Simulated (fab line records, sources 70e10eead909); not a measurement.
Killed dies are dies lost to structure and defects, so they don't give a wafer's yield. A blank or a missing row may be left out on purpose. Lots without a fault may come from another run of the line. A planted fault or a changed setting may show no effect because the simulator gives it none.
fab line records | flow nand_harc
record lots=7 wafers=20 last_day=25
route steps=1159 shown THIN_TSV@1139
lots that met no fault: from a run of the same line without faults
start_h: hours from the record's first day to the start of the lot's first wafer shown | wait_h: hours since the lot's step before | " the same as in the row above | L1.1+2: a row that stands for several wafers | - no value, or no start given | * or withheld: withheld | < > ~ a bound
route shown NAME@n: a module of which the file shows steps, and the number in the route of the first | usual: mean/standard deviation of fault-free wafers | same: alike in all rows | chamber/n: place in a boat | sites: the reading at each site | _std_site: their standard deviation | _edge_site: outer sites' mean less inner sites' | radius_mm: how far each site lies from the wafer's centre | mask NAME#n: copy n | behind: the tool/chamber that last shaped the wafer | hold: why the lot was held/for how many hours/how that ended | device: the transistor (n, p or np) that didn't switch | end of line: the same wafers' tests at the end of the route | a step without rows: its recipe alone | killed: dies lost to structure and defects at the first sort, not the wafer's yield | map: a wafer's dies, x killed, . not, _ none there
set.NAME: the setting as run; set.NAME@STEP: as run at that earlier step | model.NAME: the simulator's own value behind a step, which no gauge read
lots at some steps of the route; a table a step, a row a wafer
services: from which hour (start_h, from the record's first day; less than 0 if before it) a tool's chamber was out of use, for how many hours, and why
## steps
# step NHARC_THIN_TSV_PVD_24
# recipe target_thk_a=8000 power_w=withheld chamber_pressure_pa=withheld substrate_temp_c=withheld time_s=withheld gas=Ar material=Al
# step NHARC_THIN_TSV_DEHYDRATE_25
# recipe temp_c=150 time_s=120
# step NHARC_THIN_TSV_HMDS_26
# recipe time_s=30
# step NHARC_THIN_TSV_COAT_27
# recipe spin_rpm=*
# step NHARC_THIN_TSV_SOFTBAKE_28
# recipe temp_c=122 time_s=95
# step NHARC_THIN_TSV_EBR_29
# step NHARC_THIN_TSV_EXPOSE_30
# recipe na=0.55 dose_mj=11.47 mask_id=PAD
# step NHARC_THIN_TSV_PEB_31
# recipe peb_temp_c=118 peb_time_s=85
# step NHARC_THIN_TSV_DEVELOP_32
# recipe time_s=70
# step NHARC_THIN_TSV_CD_MEAS_33
# recipe target_cd_nm=5000 landing_energy_ev=500
# usual cd_nm=5000.0/1.5
# columns lot.wafer tool chamber start_h wait_h cd_nm
L699.1 cd_sem-02 0 441.16 - 5001.6
L699.2 " 0 " " 5001.8
L699.3 " 0 " " 5000.3
L702.3 cd_sem-02 0 448.56 - 5000.4
L702.4 " 0 " " 5000.7
L702.6 " 0 " " 4998.9
L708.4 cd_sem-02 0 492.02 - 5002.3
L708.6 " 0 " " 5001.4
L711.2 cd_sem-02 0 508.40 - 4999.1
L711.3 " 0 " " 5000.9
L711.4 " 0 " " 4999.9
L716.1 cd_sem-03 0 528.51 - 5000.0
L716.5 " 0 " " 4998.0
L716.6 " 0 " " 4996.2
L720.1 cd_sem-01 0 563.72 - 4998.1
L720.3 " 0 " " 4997.4
L720.5 " 0 " " 4998.5
L721.1 cd_sem-03 0 575.67 - 4999.3
L721.3 " 0 " " 4999.8
L721.6 " 0 " " 5001.5
# step NHARC_THIN_TSV_HARDBAKE_34
# recipe temp_c=125 time_s=80
# step NHARC_THIN_TSV_DESCUM_35
# recipe time_s=3 o2_flow_sccm=200 ar_flow_sccm=0 bias_power_w=0 chemistry=O2
# usual drypump_motor_current_A=5.8/0.55 mfc_ar_sccm=0.009/0.013 oes_product_au=0.999/0.007 rf_vpp_V=57.8/0.94 showerhead_plenum_p_Torr=1.93/0.096 throttle_valve_pct=11.310/0.009
# columns lot.wafer tool chamber start_h wait_h drypump_motor_current_A mfc_ar_sccm oes_product_au rf_hours_counter_h rf_vpp_V showerhead_plenum_p_Torr throttle_valve_pct
L699.1 rie_diel-12 1 441.32 - 6.6 0 0.991 7 59.2 2.05 11.328
L699.2 " 3 " " 5.3 0.028 1.005 6 57.9 1.84 11.301
L699.3 " 0 " " 6.7 0.023 0.996 7 58.2 2.03 11.309
L702.3 rie_diel-02 1 448.71 - 6.0 0 1.000 10 58.0 2.02 11.310
L702.4 " 2 " " 6.0 0 1.005 10 58.3 1.82 11.315
L702.6 " 2 " " 6.0 0 0.995 - 59.3 1.82 11.314
L708.6 rie_diel-12 1 492.22 - 6.6 0 0.993 - 59.2 2.05 11.323
L708.4 " 2 " " 5.0 0 1.000 - 57.6 2.01 11.297
L711.2 rie_diel-06 3 508.56 - 5.9 0.027 0.995 5 57.0 1.83 11.309
L711.3 " 0 " " 5.2 0 0.993 5 57.1 1.82 11.313
L711.4 " 1 " " 5.6 0.008 1.006 5 56.7 1.83 11.309
L716.1 rie_diel-02 3 528.71 - 5.9 0.003 1.016 1 57.4 1.95 11.311
L716.6 " 0 " " 5.9 0 1.006 - 56.6 1.82 11.287
L716.5 " 1 " " 6.0 0 1.004 - 58.1 2.02 11.312
L720.1 rie_diel-02 3 563.90 - 5.9 0.003 1.014 3 58.6 1.95 11.319
L720.3 " 0 " " 5.9 0 0.992 3 57.3 1.82 11.300
L720.5 " 1 " " 6.1 0 1.003 - 55.5 2.01 11.312
L721.3 rie_diel-06 3 575.85 - 5.9 0.027 1.009 9 57.6 1.83 11.310
L721.1 " 0 " " 5.2 0 0.995 9 57.4 1.82 11.307
L721.6 " 1 " " 5.6 0.008 1.008 - 57.5 1.82 11.302
# step NHARC_THIN_TSV_ETCH_59
# recipe target_depth_a=8800 icp_w=900 bias_w=100 Cl2_flow_sccm=60 bcl3_flow_sccm=30 time_s=138.1 chemistry=Cl2/BCl3
# usual drypump_motor_current_A=5.6/0.43 oes_product_au=1.004/0.0079 run_length_s=159.6/0.53 throttle_valve_pct=22.265/0.0087
# columns lot.wafer tool chamber start_h wait_h drypump_motor_current_A oes_product_au rf_hours_counter_h run_length_s throttle_valve_pct
L699.1 rie_metal-03 1 441.45 0.1 5.2 1.014 5.1 160.0 22.275
L699.2 " 0 " " 5.4 1.005 5.1 159.2 22.259
L699.3 " 1 " " 5.2 1.014 - 159.5 22.264
L702.3 rie_metal-01 1 448.91 0.2 6.1 1.016 - 159.9 22.261
L702.4 " 0 " " 6.0 0.999 - 160.0 22.260
L702.6 " 1 " " 6.1 1.019 - 160.3 22.271
L708.4 rie_metal-01 0 492.40 0.1 6.0 0.989 - 71.0 22.264
L708.6 " 1 " " 6.0 1.012 - 71.4 22.265
L711.2 rie_metal-01 1 508.68 0.1 6.0 1.015 5.1 160.1 22.274
L711.3 " 1 " " 6.0 0.998 - 160.2 22.261
L711.4 " 0 " " 6.0 0.994 - 71.5 22.251
L716.1 rie_metal-01 1 528.83 0.1 6.0 0.985 0.1 159.9 22.266
L716.6 " 0 " " 6.0 0.994 - 71.6 22.260
L716.5 " 1 " " 6.0 0.994 - 160.1 22.255
L720.1 rie_metal-03 1 564.04 0.1 5.2 1.005 2.9 159.7 22.255
L720.3 " 1 " " 5.2 1.002 - 160.4 22.272
L720.5 " 0 " " 5.4 0.997 - 158.9 22.264
L721.1 rie_metal-03 1 575.95 0.1 5.2 1.006 3.1 160.0 22.251
L721.3 " 1 " " 5.2 1.015 - 159.9 22.273
L721.6 " 0 " " 5.4 1.010 - 158.6 22.263
# step NHARC_THIN_TSV_ETCH_36
# recipe target_depth_a=650 over_etch_frac=0.3 time_s=18.571 ion_energy_ev=150 chemistry=Cl2/BCl3
# usual drypump_motor_current_A=5.6/0.43 oes_product_au=1.004/0.0072 run_length_s=40.1/0.55
# columns lot.wafer tool chamber start_h wait_h drypump_motor_current_A oes_product_au rf_hours_counter_h run_length_s
L699.1 rie_metal-03 1 441.70 0.2 5.2 1.010 5.3 40.1
L699.2 " 0 " " 5.3 1.011 5.3 39.2
L699.3 " 1 " " 5.2 1.013 - 40.0
L702.4 rie_metal-01 1 449.11 0.1 6.0 1.019 - 40.8
L702.3 " 0 " " 6.0 1.016 - 40.2
L702.6 " 1 " " 6.0 1.008 - 40.5
L708.4 rie_metal-01 0 492.60 0.2 6.0 1.000 - 40.3
L708.6 " 0 " " 6.0 0.998 - 40.6
L711.2 rie_metal-01 1 508.94 0.2 6.0 1.005 5.2 40.3
L711.4 " 0 " " 6.0 0.997 - 40.4
L711.3 " 1 " " 6.1 1.007 - 40.4
L716.1 rie_metal-01 1 529.06 0.2 6.0 1.003 0.2 40.5
L716.5 " 0 " " 6.0 0.998 - 40.5
L716.6 " 1 " " 6.0 1.006 - 40.6
L720.1 rie_metal-03 0 564.27 0.2 5.4 1.014 3.0 39.0
L720.3 " 1 " " 5.2 1.002 - 40.6
L720.5 " 1 " " 5.1 1.005 - 40.0
L721.1 rie_metal-03 0 576.21 0.2 5.3 1.011 3.2 39.7
L721.3 " 0 " " 5.4 1.006 - 39.4
L721.6 " 1 " " 5.2 1.011 - 40.1
## services
# columns tool chamber start_h hours kind
rie_diel-06 - 418.32 9.0 pm
rie_diel-02 0 434.78 - clean
rie_diel-02 1 434.78 - clean
rie_diel-02 2 434.78 - clean
rie_diel-02 3 434.78 - clean
rie_metal-03 - 453.00 9.0 pm
rie_metal-03 0 453.00 9.0 vent_cycle
rie_metal-03 1 453.00 9.0 vent_cycle
rie_metal-03 0 462.00 - clean
rie_metal-03 1 462.00 - clean
rie_diel-06 0 477.84 6.1 repair
rie_diel-12 0 488.47 15.5 repair
rie_metal-03 0 497.74 2.0 repair
rie_diel-02 - 504.78 9.0 pm
rie_metal-01 - 509.00 9.0 pm
rie_metal-01 0 509.00 9.0 vent_cycle
rie_metal-01 1 509.00 9.0 vent_cycle
rie_diel-06 1 512.58 4.6 repair
rie_metal-01 0 518.00 - clean
rie_metal-01 1 518.00 - clean
rie_diel-12 3 533.44 8.5 repair
rie_metal-01 1 537.13 8.3 repair
rie_diel-12 - 556.40 9.0 pm
rie_metal-01 - 570.28 0.5 repair
## key
first_sign step=NHARC_THIN_TSV_ETCH_59 reading=run_length_s direction=down sigmas=99+ usual=* struck=*
effect none on later readings
met_at NHARC_THIN_TSV_ETCH_59
struck_wafers L708.4,L708.6,L711.4,L716.6
later_rows_left_out L708.4,L708.6,L711.4,L716.6
sort_left_out L708.4,L708.6,L711.4,L716.6
onset_between 448.91 492.40
fault kind=process_parameter_drift tool=rie_metal-01 chamber=- onset_h=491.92 steps=NHARC_THIN_TSV_ETCH_59 channel=time_s offset=* shape=step end_h=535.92 scope=struck_wafers_only acts_in=* stated=*
# sort_left_out: the simulated sort isn't trusted on such a fault, so these wafers' sort isn't shown, and their yield isn't known
# later_rows_left_out: the simulator's readings of these wafers behind a module that went badly wrong aren't trusted and aren't shown, but for the sort
